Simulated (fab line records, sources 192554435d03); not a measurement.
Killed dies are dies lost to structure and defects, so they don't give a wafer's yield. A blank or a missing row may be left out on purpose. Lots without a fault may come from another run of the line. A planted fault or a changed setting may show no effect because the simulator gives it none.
fab line records | flow n5_finfet
record lots=4 wafers=12 last_day=19
route steps=1938 shown BEOL_M4@1028 PASSIVATION@1936
lots that met no fault: from a run of the same line without faults
start_h: hours from the record's first day to the start of the lot's first wafer shown | wait_h: hours since the lot's step before | " the same as in the row above | L1.1+2: a row that stands for several wafers | - no value, or no start given | * or withheld: withheld | < > ~ a bound
route shown NAME@n: a module of which the file shows steps, and the number in the route of the first | usual: mean/standard deviation of fault-free wafers | same: alike in all rows | chamber/n: place in a boat | sites: the reading at each site | _std_site: their standard deviation | _edge_site: outer sites' mean less inner sites' | radius_mm: how far each site lies from the wafer's centre | mask NAME#n: copy n | behind: the tool/chamber that last shaped the wafer | hold: why the lot was held/for how many hours/how that ended | device: the transistor (n, p or np) that didn't switch | end of line: the same wafers' tests at the end of the route | a step without rows: its recipe alone | killed: dies lost to structure and defects at the first sort, not the wafer's yield | map: a wafer's dies, x killed, . not, _ none there
set.NAME: the setting as run; set.NAME@STEP: as run at that earlier step | model.NAME: the simulator's own value behind a step, which no gauge read
lots at some steps of the route; a table a step, a row a wafer
services: from which hour (start_h, from the record's first day; less than 0 if before it) a tool's chamber was out of use, for how many hours, and why
## steps
# step N5_BEOL_M4_COAT_05
# recipe resist=CAR-EUV spin_rpm=1500 resist_thk_nm=30
# step N5_BEOL_M4_EBR_07
# recipe solvent=PGMEA ebr_width_mm=1.5
# step N5_BEOL_M4_SOFTBAKE_06
# recipe temp_c=110 time_s=60 resist=CAR-EUV
# step N5_BEOL_M4_EXPOSE_08
# recipe mask_id=M4 na=0.33 source_shape=dipole sigma_inner=0.369 sigma_outer=0.767 polarization=unpolarized dose_mj=41.25
# step N5_BEOL_M4_PEB_09
# recipe peb_temp_c=100 peb_time_s=60 resist=CAR-EUV
# step N5_BEOL_M4_DEVELOP_10
# recipe develop_time_s=30 developer=TMAH resist=CAR-EUV rinse_liquid=surfactant_rinse dry=air_spin dev_temp_c=23
# step N5_BEOL_M4_DESCUM_16
# recipe chemistry=O2 time_s=7 source_power_w=50 bias_power_w=20 pressure_mtorr=20 rf_frequency_hz=2.712e+07 temp_c=40 resist=CAR-EUV o2_flow_sccm=225
# step N5_BEOL_M4_ETCH_74
# recipe chemistry=N2/H2 target=underlayer target_depth_a=65 mask_material=CAR-EUV time_s=5.2 ion_energy_ev=200 pressure_mtorr=30 source_w=840 bias_w=150 n2_flow_sccm=200 h2_flow_sccm=200 ends=cleared
# step N5_BEOL_M4_ETCH_63
# recipe chemistry=CF4 target=SiARC target_depth_a=156 mask_material=CAR-EUV time_s=26 ion_energy_ev=80 pressure_mtorr=40 source_w=545 bias_w=36 Ar_flow_sccm=100 cf4_flow_sccm=100 ends=cleared
# step N5_BEOL_M4_ETCH_64
# recipe chemistry=N2/H2 target=SOC target_depth_a=750 overetch_a=225 mask_material=SiARC temp_c=40 time_s=121.9 ion_energy_ev=200 pressure_mtorr=30 source_w=840 bias_w=150 n2_flow_sccm=200 h2_flow_sccm=200
# usual drypump_motor_current_A=5.8/0.47 h2_flow_sccm=200.0/0.6 oes_product_au=0.59/0.072 rf_vpp_V=523.9/2.6 showerhead_plenum_p_Torr=2.55/0.091 throttle_valve_pct=17.89/0.24
# columns lot.wafer tool chamber start_h wait_h drypump_motor_current_A h2_flow_sccm oes_product_au rf_hours_counter_h rf_vpp_V showerhead_plenum_p_Torr throttle_valve_pct model.etch.depth_nm model.SiARC_of_BEOL_M4_COAT_62.thk_nm model.BEOL_M4.cd_offset_nm
L444.1 rie_diel-04 0 263.87 0.0 5.8 201.4 0.52 237 520.1 2.41 18.14 59.93 6.2 -0.2
L444.2 " 1 " " 6.2 198.7 0.58 136 524.0 2.54 18.19 59.89 6.2 -0.2
L444.3 " 3 " " 6.0 199.7 0.53 228 525.4 2.62 17.78 59.89 6.4 0
L445.1 rie_diel-04 0 275.56 0.0 5.8 198.9 0.69 241 519.3 2.41 18.19 54.77 8.8 -1.2
L445.4 " 3 " " 6.0 200.0 0.53 - 524.9 2.61 17.78 59.92 6.4 -0.2
L445.5 " 0 " " 5.8 199.6 0.52 - 520.2 2.41 18.15 59.81 6.2 -0.2
L449.1 rie_diel-04 3 297.36 0.0 6.0 199.8 0.68 242 525.5 2.61 17.83 53.08 9 -1
L449.2 " 1 " " 6.2 200.0 0.57 150 524.5 2.54 18.20 60.24 6.4 0.2
L449.6 " 3 " " 6.0 199.7 0.53 - 525.0 2.61 17.80 60.06 6.4 0.2
L457.1 rie_diel-03 3 321.64 0.0 6.3 199.1 0.54 230 523.2 2.51 17.72 59.8 6.6 -0.2
L457.4 " 2 " " 6.5 199.8 0.69 - 527.8 2.59 17.58 59.81 6 -0.2
L457.5 " 3 " " 6.3 199.9 0.53 - 523.3 2.51 17.70 59.77 6.6 -0.2
# step N5_BEOL_M4_STRIP_65
# recipe chemistry=N2/H2 temp_c=40 n2_flow_sccm=200 h2_flow_sccm=200 rf_frequency_hz=6e+07
# step N5_BEOL_M4_STRIP_75
# recipe chemistry=N2/H2 temp_c=40 n2_flow_sccm=200 h2_flow_sccm=200 rf_frequency_hz=6e+07
# step N5_BEOL_M4_STRIP_66
# recipe chemistry=CF4 resist=SiARC power_w=300 bias_power_w=75 pressure_mtorr=50 cf4_flow_sccm=150 rf_frequency_hz=6e+07
# step N5_BEOL_M4_HM_OPEN_17
# recipe chemistry=Cl2/BCl3 target_depth_a=200 overetch_a=60 target=TiN mask_material=SOC ion_energy_ev=150 pressure_mtorr=10 icp_w=1000 bias_w=126 Cl2_flow_sccm=53.25 bcl3_flow_sccm=21.75 Ar_flow_sccm=25
# usual drypump_motor_current_A=5.6/0.52 mfc_ar_sccm=24.99/0.071 oes_product_au=0.68/0.081 throttle_valve_pct=22.03/0.24
# columns lot.wafer tool chamber start_h wait_h drypump_motor_current_A mfc_ar_sccm oes_product_au rf_hours_counter_h throttle_valve_pct model.BEOL_M4.cd_offset_nm
L444.1 rie_metal-01 0 264.04 0.0 6.1 25.07 0.75 9 21.91 0
L444.2 " 1 " " 5.2 25.06 0.56 104 22.19 -0.2
L444.3 " 1 " " 5.2 24.93 0.55 - 22.19 -0.2
L445.1 rie_metal-03 0 275.73 0.0 4.9 24.93 0.74 7 21.70 -1.2
L445.4 " 1 " " 5.5 25.08 0.71 - 22.40 0
L445.5 " 1 " " 5.5 25.12 0.71 - 22.41 -0.2
L449.1 rie_metal-01 1 297.53 0.0 5.1 25.01 0.46 108 22.39 -0.8
L449.2 " 0 " " 6.1 25.10 0.73 12 21.92 0.4
L449.6 " 0 " " 6.1 25.05 0.74 - 21.92 0.4
L457.1 rie_metal-01 0 321.82 0.0 6.1 25.04 0.71 15 21.95 -0.2
L457.4 " 0 " " 6.2 25.03 0.73 - 21.94 -0.2
L457.5 " 0 " " 6.1 25.05 0.71 - 21.94 -0.2
# step N5_BEOL_M4_STRIP_19
# recipe chemistry=O2 power_w=400 temp_c=40 pressure_mtorr=30 rf_frequency_hz=6e+07 bias_power_w=0 overash_fraction=0.2 o2_flow_sccm=225
# step N5_BEOL_M4_CD_MEAS_18
# recipe pitch_nm=36 target_cd_nm=18
# usual cd_nm=17.9/0.32
# columns lot.wafer tool chamber start_h wait_h cd_nm
L444.1 cd_sem-02 - 264.23 0.0 18.0
L444.2 " - " " 17.9
L444.3 " - " " 17.8
L445.1 cd_sem-03 - 275.91 0.0 16.7
L445.4 " - " " 17.8
L445.5 " - " " 17.2
L449.1 cd_sem-01 - 297.73 0.0 -
L449.2 " - " " 18.4
L449.6 " - " " 18.3
L457.1 cd_sem-02 - 322.00 0.0 18.0
L457.4 " - " " 18.1
L457.5 " - " " 17.8
# step N5_BEOL_M4_COAT_67
# recipe resist=SOC temp_c=250 time_s=60 spin_rpm=1500 resist_thk_nm=60
# step N5_BEOL_M4_COAT_68
# recipe resist=SiARC temp_c=220 time_s=60 spin_rpm=1500 resist_thk_nm=12
# step N5_BEOL_M4_COAT_76
# recipe resist=underlayer temp_c=205 time_s=60 spin_rpm=1500 resist_thk_nm=5
# step N5_BEOL_M4_COAT_22
# recipe resist=CAR-EUV spin_rpm=1500 resist_thk_nm=30
# step N5_BEOL_M4_EBR_24
# recipe solvent=PGMEA ebr_width_mm=1.5
# step N5_BEOL_M4_SOFTBAKE_23
# recipe temp_c=110 time_s=60 resist=CAR-EUV
# step N5_BEOL_M4_EXPOSE_25
# recipe mask_id=V3 na=0.33 source_shape=quasar sigma_inner=0.2 sigma_outer=0.8 polarization=unpolarized defocus_nm=5 dose_mj=63
# step N5_BEOL_M4_PEB_26
# recipe peb_temp_c=100 peb_time_s=60 resist=CAR-EUV
# step N5_BEOL_M4_DEVELOP_27
# recipe develop_time_s=30 developer=TMAH resist=CAR-EUV rinse_liquid=surfactant_rinse dry=air_spin dev_temp_c=23
# step N5_BEOL_M4_DESCUM_33
# recipe chemistry=O2 time_s=7 source_power_w=50 bias_power_w=20 pressure_mtorr=20 rf_frequency_hz=2.712e+07 temp_c=40 resist=CAR-EUV o2_flow_sccm=225
# step N5_BEOL_M4_ETCH_77
# recipe chemistry=N2/H2 target=underlayer target_depth_a=65 mask_material=CAR-EUV time_s=5.2 ion_energy_ev=200 pressure_mtorr=30 source_w=840 bias_w=150 n2_flow_sccm=200 h2_flow_sccm=200 ends=cleared
# step N5_BEOL_M4_ETCH_69
# recipe chemistry=CF4 target=SiARC target_depth_a=156 mask_material=CAR-EUV time_s=26 ion_energy_ev=80 pressure_mtorr=40 source_w=545 bias_w=36 Ar_flow_sccm=100 cf4_flow_sccm=100 ends=cleared
# step N5_BEOL_M4_ALD_98
# recipe material=SiO2 target_thk_a=25 temp_c=100 ald_precursor_family=BDEAS ald_co_reactant=O2-plasma pulse_time_s=1 co_reactant_pulse_time_s=1 purge_time_s=2 co_reactant_purge_time_s=2 ald_cycles=17 pressure_torr=2
# step N5_BEOL_M4_ETCHBACK_99
# recipe chemistry=CHF3 target=SiO2 target_depth_a=50 time_s=10.4 source_w=215 bias_w=47 Ar_flow_sccm=200 CHF3_flow_sccm=12 ion_energy_ev=100 pressure_mtorr=30
# usual drypump_motor_current_A=5.8/0.55 mfc_ar_sccm=199.9/0.57 oes_f_703_au=0.79/0.094 oes_product_au=0.79/0.1 rf_vpp_V=240.4/2.6 showerhead_plenum_p_Torr=2.16/0.066 throttle_valve_pct=17.06/0.24
# same time_s=10.4
# columns lot.wafer tool chamber start_h wait_h drypump_motor_current_A mfc_ar_sccm oes_f_703_au oes_product_au rf_hours_counter_h rf_vpp_V showerhead_plenum_p_Torr throttle_valve_pct
L444.1 rie_diel-01 0 271.05 6.1 6.0 200.8 0.84 0.84 54 235.3 2.10 16.95
L444.2 " 3 " " 5.8 198.8 0.69 0.69 228 242.3 2.11 17.25
L444.3 " 2 " " 5.2 199.7 0.81 0.82 91 235.6 2.17 17.25
L445.1 rie_diel-04 3 282.92 6.1 6.1 199.2 0.71 0.27 236 237.8 2.22 16.99
L445.4 " 3 " " 6.0 199.6 0.71 0.69 - 239.7 2.22 17.02
L445.5 " 1 " " 6.2 200.5 0.77 0.76 - 241.7 2.16 17.47
L449.1 rie_diel-03 1 308.99 10.6 4.9 199.2 0.84 0.30 100 238.6 2.25 17.08
L449.2 " 2 " " 6.5 199.5 0.92 0.93 15 244.7 2.20 16.83
L449.6 " 1 " " 4.9 200.1 0.84 0.81 - 239.3 2.25 17.11
L457.1 rie_diel-04 3 342.92 20.3 6.0 200.2 0.96 0.97 4 238.6 2.21 16.66
L457.4 " 3 " " 6.0 199.8 0.96 0.97 - 239.4 2.21 16.65
L457.5 " 2 " " 5.3 200.1 0.91 0.94 - 242.1 2.29 16.99
# step N5_BEOL_M4_ETCH_70
# recipe chemistry=N2/H2 target=SOC target_depth_a=800 overetch_a=240 mask_material=SiARC temp_c=40 time_s=130 ion_energy_ev=200 pressure_mtorr=30 source_w=840 bias_w=150 n2_flow_sccm=200 h2_flow_sccm=200
# step N5_BEOL_M4_STRIP_71
# recipe chemistry=N2/H2 temp_c=40 n2_flow_sccm=200 h2_flow_sccm=200 rf_frequency_hz=6e+07
# step N5_BEOL_M4_STRIP_78
# recipe chemistry=N2/H2 temp_c=40 n2_flow_sccm=200 h2_flow_sccm=200 rf_frequency_hz=6e+07
# step N5_BEOL_M4_STRIP_83
# recipe chemistry=C4F6/O2 resist=SiARC rf_frequency_hz=6e+07
# step N5_BEOL_M4_STRIP_36
# recipe chemistry=N2/H2 power_w=450 temp_c=40 pressure_mtorr=20 rf_frequency_hz=6e+07 overash_fraction=0.3 bias_power_w=7 h2_frac=0.5 n2_flow_sccm=200 h2_flow_sccm=200
# step N5_BEOL_M4_OCD_MEAS_38
# usual trench_depth_nm=55.5/1
# columns lot.wafer tool chamber start_h wait_h trench_depth_nm
L444.1 ocd-01 - 271.45 - 56.1
L444.2 " - " " 55.6
L444.3 " - " " 55.4
L445.1 ocd-01 - 283.50 - 1.8
L445.4 " - " " 54.2
L445.5 " - " " 55.2
L449.1 ocd-01 - 309.38 - 0.3
L449.2 " - " " 57.5
L449.6 " - " " 55.1
L457.1 ocd-02 - 343.31 - 57.1
L457.4 " - " " 57.3
L457.5 " - " " 56.5
# step N5_BEOL_M4_CD_MEAS_35
# recipe target_cd_nm=18 target_cd_y_nm=22.4 polarity=opening
# usual cd_nm=18.0/0.32
# columns lot.wafer tool chamber start_h wait_h cd_nm
L444.1 cd_sem-01 - 271.60 0.0 18.1
L444.2 " - " " 17.9
L444.3 " - " " 18.0
L445.1 cd_sem-03 - 283.65 0.0 -
L445.4 " - " " 17.9
L445.5 " - " " 18.2
L449.1 cd_sem-02 - 309.54 0.0 -
L449.2 " - " " 18.5
L449.6 " - " " 18.5
L457.1 cd_sem-03 - 343.46 0.0 17.9
L457.4 " - " " 17.9
L457.5 " - " " 17.9
# step N5_BEOL_M4_RC_MEAS_101
# usual DIBL_N=36.6/1.1 DIBL_P=36.7/1.5 IOFF_N=0.155/0.019 IOFF_P=0.208/0.025 ION_N=673/8.5 ION_P=462/5.9 SS_N=71.6/0.58 SS_P=73.5/0.51 VT_N=250.7/2.4 VT_P=-251/3
# columns lot.wafer tool chamber start_h wait_h DIBL_N[mV/V] DIBL_P[mV/V] IOFF_N[nA/um] IOFF_P[nA/um] ION_N[uA/um] ION_P[uA/um] SS_N[mV/dec] SS_P[mV/dec] VT_N[mV] VT_P[mV]
L444.1 prober-01 0 275.66 0.0 36.8 36.9 0.141 0.229 663 464 71.0 73.7 252.6 -245
L444.2 " 0 " " 34.7 35.1 0.124 0.206 663 469 70.9 73.2 253.3 -248
L444.3 " 0 " " 35.8 36.9 0.146 0.235 670 466 71.0 74.0 251.1 -244
L445.4 prober-02 0 290.24 0.5 37.3 36.0 0.141 0.211 663 459 71.5 73.2 250.1 -249
L445.5 " 0 " " 37.5 36.2 0.145 0.217 674 469 71.4 73.7 249.2 -249
L449.2 prober-01 0 313.40 0.2 37.6 37.6 0.154 0.222 666 458 71.7 73.8 251.4 -251
L449.6 " 0 " " 36.3 36.6 0.139 0.204 672 469 72.1 74.2 253.7 -253
L457.1 prober-01 0 347.47 0.0 36.1 36.9 0.139 0.214 662 459 71.3 73.8 252.5 -247
L457.4 " 0 " " 36.4 37.1 0.151 0.218 670 459 71.2 73.6 251.3 -249
L457.5 " 0 " " 35.3 35.8 0.137 0.198 673 459 71.2 72.5 250.1 -248
# step N5_PASSIVATION_PROBE_49
# usual defect_limited_yield=91.2/1.4 killed_at_M0_to_M3=36/11 killed_at_M4_up=14/5.6 killed_at_contacts=12/5.9 killed_at_front_end=38/13 killed_at_other=3.5/2.7 killed_dies=104/17 killed_on_rim=14/3.9 killed_open=68/12 killed_short=34/8.2 sort_bin_5_function=5.1/0.95 sort_bin_6_memory=3.3/0.7 sort_n_pass=1076/17 sort_yield_pct=91.2/1.4
# same gross_dies=1180 killed_at_back_side=0 sort_bin_4_leakage[%]=0 sort_bin_8_speed[%]=0
# columns lot.wafer tool chamber start_h wait_h defect_limited_yield[%] killed_at_M0_to_M3 killed_at_M4_up killed_at_contacts killed_at_front_end killed_at_other killed_dies killed_on_rim killed_open killed_short sort_bin_5_function[%] sort_bin_6_memory[%] sort_n_pass sort_yield_pct[%]
L444.1 prober-02 - 390.50 0.5 90.0 38 25 15 40 0 118 9 77 39 6.5 3.2 1062 90.0
L444.2 prober-02 - 390.55 0.5 92.8 26 27 4 24 4 85 13 60 22 4.2 2.9 1095 92.8
L444.3 prober-02 - 390.60 0.6 91.8 22 11 9 43 12 97 8 64 32 4.5 3.4 1083 91.8
L445.1 prober-02 - 403.36 0.0 4.2 69 1009 12 34 6 1130 151 90 43 91.2 4.2 50 4.2
L445.4 prober-02 - 403.51 0.2 93.4 34 12 7 21 4 78 9 53 25 4.0 2.5 1102 93.4
L445.5 prober-02 - 403.56 0.2 90.2 35 18 16 41 6 116 21 80 34 6.2 3.2 1064 90.2
L449.1 prober-01 - 431.95 0.0 0 28 1096 13 37 6 1180 152 65 31 96.9 2.8 0 0
L449.2 prober-01 - 432.00 0.1 91.6 30 10 18 39 2 99 9 75 23 4.8 3.2 1081 91.6
L449.6 prober-01 - 432.20 0.3 92.0 37 17 8 29 3 94 12 63 28 4.2 3.6 1086 92.0
# killed by level:class
L444.1 BEOL_M0_SAQP:geometric_particle:short=13 MOL_CONTACT_COAG:geometric_particle:open=12 BEOL_M4:geometric_particle:open=9 BEOL_M5:geometric_particle:open=9 FIN_SAQP:geometric_particle:open=7 BEOL_M1:geometric_particle:open=6 DUMMY_GATE:geometric_particle:open=5 BEOL_M2:geometric_particle:open=5
L444.2 BEOL_M1:geometric_particle:open=10 BEOL_M4:geometric_particle:open=7 BEOL_M3:geometric_particle:open=5 GATE_CUT:geometric_particle:short=4 MOL_CONTACT_COAG:geometric_particle:open=4 BEOL_M5:geometric_particle:open=4 BEOL_M7:geometric_particle:open=4 FIN_SAQP:geometric_particle:open=3
L444.3 FIN_SAQP:geometric_particle:open=9 MOL_CONTACT_COAG:geometric_particle:open=8 FIN_SAQP:geometric_particle:short=7 DUMMY_GATE:geometric_particle:open=7 STI_FIN_REVEAL:geometric_particle:open=5 BEOL_M0_SAQP:geometric_particle:short=5 BEOL_M1:geometric_particle:open=5 PASS1_CAP:geometric_particle:open=5
L445.1 BEOL_M4:area_etch=995 BEOL_M0_SAQP:geometric_particle:open=21 BEOL_M0_SAQP:geometric_particle:short=20 MOL_CONTACT_COAG:geometric_particle:open=10 FIN_SAQP:geometric_particle:open=8 BEOL_M2:geometric_particle:open=7 BEOL_M3:geometric_particle:open=7 BEOL_M4:geometric_particle:open=7
L445.4 BEOL_M0_SAQP:geometric_particle:open=8 BEOL_M0_SAQP:geometric_particle:short=7 BEOL_M1:geometric_particle:open=7 MOL_CONTACT_COAG:geometric_particle:open=6 BEOL_M4:geometric_particle:open=6 STI_FIN_REVEAL:geometric_particle:open=5 FIN_SAQP:geometric_particle:open=3 GATE_CUT:geometric_particle:short=3
L445.5 MOL_CONTACT_COAG:geometric_particle:open=13 BEOL_M0_SAQP:geometric_particle:open=9 BEOL_M3:geometric_particle:open=8 BEOL_M4:geometric_particle:open=8 FIN_SAQP:geometric_particle:open=7 STI_FIN_REVEAL:geometric_particle:open=6 BEOL_M0_SAQP:geometric_particle:short=6 STARTING-WAFER:geometric_particle:short=5
L449.1 BEOL_M4:area_etch=1084 MOL_CONTACT_COAG:geometric_particle:open=11 BEOL_M0_SAQP:geometric_particle:open=10 STI_FIN_REVEAL:geometric_particle:open=7 FIN_SAQP:geometric_particle:short=4 BEOL_M3:geometric_particle:open=4 STI_FIN_REVEAL:geometric_particle:short=4 DUMMY_GATE:geometric_particle:open=4
L449.2 STI_FIN_REVEAL:geometric_particle:open=14 MOL_CONTACT_COAG:geometric_particle:open=14 BEOL_M3:geometric_particle:open=9 FIN_SAQP:geometric_particle:open=6 BEOL_M4:geometric_particle:open=6 BEOL_M0_SAQP:geometric_particle:open=5 BEOL_M2:geometric_particle:open=5 STARTING-WAFER:geometric_particle:short=5
L449.6 BEOL_M0_SAQP:geometric_particle:short=14 BEOL_M0_SAQP:geometric_particle:open=10 STI_FIN_REVEAL:geometric_particle:open=9 MOL_CONTACT_COAG:geometric_particle:open=8 FIN_SAQP:geometric_particle:open=6 BEOL_M3:geometric_particle:open=5 BEOL_M4:geometric_particle:open=5 STARTING-WAFER:geometric_particle:open=5
# map L445.1 (x killed, . not)
_________________xxxxxxxxxxxx________________
______________xxxxxxxxxxx.xx.xxx_____________
___________xxxxxxxxxx.xxxxxxxxxxxxx__________
__________xxxxxxxxxxxxxxxxxxxxxxxxxx_________
________xxxxxxxxxxxxxxxxxxxxxxxxxxxxxx_______
_______xxxxxxxxxxxxxxxxxxxxxxxxxxxxxxxx______
______xxxxxxxxxxxxxxxxxxxxxxxxxxxxxxxxxx_____
_____xxxxxxxxxxxxxxxxxxxxxxxxxxxxxxxxxxxx____
____xxxxxxxxxxxxxxxxxxxxxxxx.xxxxxxxxxxxxx___
___xxxxxxxxxxxxxxxxxxxxxxxxxxxxxxxxxxxxxxxx__
___xxxxxxxxxxxxxxxxx.xxxxxxxxxxxxxxxxxxxxxx__
__xxxxxxxxxxxxxxx.xxxxxxxxxxxxxxxxxxxxxxxxxx_
__xxxxxxxx.xxxx..xx.xxxxxxxxxxxxxxxxxxxxxxxx_
_xxxxxxxxxxxx.x.x.xxx.xxxxxxxxxxx.xxxxxxxxxxx
_xxxxxxxxxxxxxxxxxxxx.xxxxxxxxxxxxxxxxxxxxxxx
_xxxxxxxxxxxxxxxxxxxxxxxxxxxxxxxx.xxxxxx.xxxx
_xxxxxxxxxxxxxx.xxxxxxxxxxxxxxxxxxxxxxxxxxxxx
_xxxxxxxxxxxxxxxxxxxxxxxxxxx.xx.xxxxxxxxxxxxx
_xxxxxxxxxxxxxxxxxxxxx.x.xx..xxxxxxxxxxxxxxxx
_xxxxxxxxxxxxxxxxxxx.xx..x....xxxxxxxxxxxxxxx
_xxxxxxxxxxxxxxxxxxx...xxx....xxxxxxxxxxxxxxx
__xxxxxxx.xxx.xxxxxx.x.xx.xxxxxxxxxxxxxxxxxx_
__xxxxxxxxxxxxxxxxxxxxxxxxxx.xxxxxxxxxxxxxxx_
___xxxxxxxxxxxxxxxxxxxxxx.xxxxxxxxxxxxxxxxx__
___xxxxxxxxxxxxxxxxxxxxxxxxxxxxxxxxxxxxxxxx__
____xxxxxxxxxxx.xxxxxxxxxxxxxxxxxxxxxxxxxx___
_____xxxxxxxxxxxxxxxxxxxxx.xxxxxxxxxxxxxx____
______xxxxxxxxxxxxxxxxxxxxxxxxxxxxxxxxxx_____
_______xxxxxxxxxxxxxxxxxx.xxxxxxxxxxxxx______
________xxxxxxxxxxxxxxxxxxxxxxxxxxxxxx_______
__________xxxxxxxxxxxxx.xxxxxxxxxxxx_________
___________xxxxxxxxxxxxxxxxxxxxxxxx__________
______________xxxxxxxxxxxxxxxxxx_____________
_________________xxxxxxxxxxxx________________
# map L449.1 (x killed, . not)
_________________xxxxxxxxxxxx________________
______________xxxxxxxxxxxxxxxxxx_____________
___________xxxxxxxxxxxxxxxxxxxxxxxx__________
__________xxxxxxxxxxxxxxxxxxxxxxxxxx_________
________xxxxxxxxxxxxxxxxxxxxxxxxxxxxxx_______
_______xxxxxxxxxxxxxxxxxxxxxxxxxxxxxxxx______
______xxxxxxxxxxxxxxxxxxxxxxxxxxxxxxxxxx_____
_____xxxxxxxxxxxxxxxxxxxxxxxxxxxxxxxxxxxx____
____xxxxxxxxxxxxxxxxxxxxxxxxxxxxxxxxxxxxxx___
___xxxxxxxxxxxxxxxxxxxxxxxxxxxxxxxxxxxxxxxx__
___xxxxxxxxxxxxxxxxxxxxxxxxxxxxxxxxxxxxxxxx__
__xxxxxxxxxxxxxxxxxxxxxxxxxxxxxxxxxxxxxxxxxx_
__xxxxxxxxxxxxxxxxxxxxxxxxxxxxxxxxxxxxxxxxxx_
_xxxxxxxxxxxxxxxxxxxxxxxxxxxxxxxxxxxxxxxxxxxx
_xxxxxxxxxxxxxxxxxxxxxxxxxxxxxxxxxxxxxxxxxxxx
_xxxxxxxxxxxxxxxxxxxxxxxxxxxxxxxxxxxxxxxxxxxx
_xxxxxxxxxxxxxxxxxxxxxxxxxxxxxxxxxxxxxxxxxxxx
_xxxxxxxxxxxxxxxxxxxxxxxxxxxxxxxxxxxxxxxxxxxx
_xxxxxxxxxxxxxxxxxxxxxxxxxxxxxxxxxxxxxxxxxxxx
_xxxxxxxxxxxxxxxxxxxxxxxxxxxxxxxxxxxxxxxxxxxx
_xxxxxxxxxxxxxxxxxxxxxxxxxxxxxxxxxxxxxxxxxxxx
__xxxxxxxxxxxxxxxxxxxxxxxxxxxxxxxxxxxxxxxxxx_
__xxxxxxxxxxxxxxxxxxxxxxxxxxxxxxxxxxxxxxxxxx_
___xxxxxxxxxxxxxxxxxxxxxxxxxxxxxxxxxxxxxxxx__
___xxxxxxxxxxxxxxxxxxxxxxxxxxxxxxxxxxxxxxxx__
____xxxxxxxxxxxxxxxxxxxxxxxxxxxxxxxxxxxxxx___
_____xxxxxxxxxxxxxxxxxxxxxxxxxxxxxxxxxxxx____
______xxxxxxxxxxxxxxxxxxxxxxxxxxxxxxxxxx_____
_______xxxxxxxxxxxxxxxxxxxxxxxxxxxxxxxx______
________xxxxxxxxxxxxxxxxxxxxxxxxxxxxxx_______
__________xxxxxxxxxxxxxxxxxxxxxxxxxx_________
___________xxxxxxxxxxxxxxxxxxxxxxxx__________
______________xxxxxxxxxxxxxxxxxx_____________
_________________xxxxxxxxxxxx________________
## services
# columns tool chamber start_h hours kind
rie_diel-03 2 248.78 - clean
rie_diel-03 2 248.78 - consumable_replace:focus_ring
rie_diel-03 2 248.78 19.9 scheduled_down
rie_diel-03 2 248.78 19.9 vent_cycle
rie_diel-04 2 273.86 - clean
rie_diel-04 2 273.86 - consumable_replace:focus_ring
rie_diel-04 2 273.86 - consumable_replace:showerhead
rie_diel-04 2 273.86 18.4 scheduled_down
rie_diel-04 2 273.86 18.4 vent_cycle
rie_diel-04 0 276.34 24.4 repair
rie_metal-03 - 278.33 28.1 pm
rie_diel-04 3 315.93 - clean
rie_diel-04 3 315.93 - consumable_replace:focus_ring
rie_diel-04 3 315.93 15.1 scheduled_down
rie_diel-04 3 315.93 15.1 vent_cycle
rie_diel-01 0 320.42 4.8 repair
rie_diel-04 0 331.01 - clean
rie_diel-04 0 331.01 - consumable_replace:focus_ring
rie_diel-04 0 331.01 - consumable_replace:showerhead
rie_diel-04 0 331.01 20.4 scheduled_down
rie_diel-04 0 331.01 20.4 vent_cycle
rie_metal-01 1 334.52 - clean
rie_metal-01 1 334.52 17.6 scheduled_down
rie_metal-01 1 334.52 17.6 vent_cycle
## key
first_sign step=N5_BEOL_M4_CD_MEAS_18 reading=cd_nm direction=missing
effect step=N5_BEOL_M4_ETCHBACK_99 reading=oes_product_au direction=down sigmas=5 usual=0.79 struck=0.29
effect step=N5_BEOL_M4_OCD_MEAS_38 reading=trench_depth_nm direction=down sigmas=52 usual=55.5 struck=1.1
effect step=N5_BEOL_M4_CD_MEAS_35 reading=cd_nm direction=missing
effect step=N5_PASSIVATION_PROBE_49 reading=killed_at_M4_up direction=up sigmas=99+ usual=14 struck=1052
model_effect step=N5_BEOL_M4_ETCH_64 value=etch.depth_nm without=59.85 struck=53.93
model_effect step=N5_BEOL_M4_HM_OPEN_17 value=BEOL_M4.cd_offset_nm without=0 struck=-1
more_kills_born_at N5_BEOL_M4_ETCH_64@rie_diel-04=2079
met_at N5_BEOL_M4_ETCH_64
struck_wafers L445.1,L449.1
later_rows_left_out L445.1,L449.1
onset_between 263.87 275.56
fault kind=process_parameter_drift tool=rie_diel-04 chamber=- onset_h=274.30 steps=N5_BEOL_M4_ETCH_64 channel=time_s offset=* shape=step end_h=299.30 scope=struck_wafers_only acts_in=* stated=*
# later_rows_left_out: the simulator's readings of these wafers behind a module that went badly wrong aren't trusted and aren't shown, but for the sort
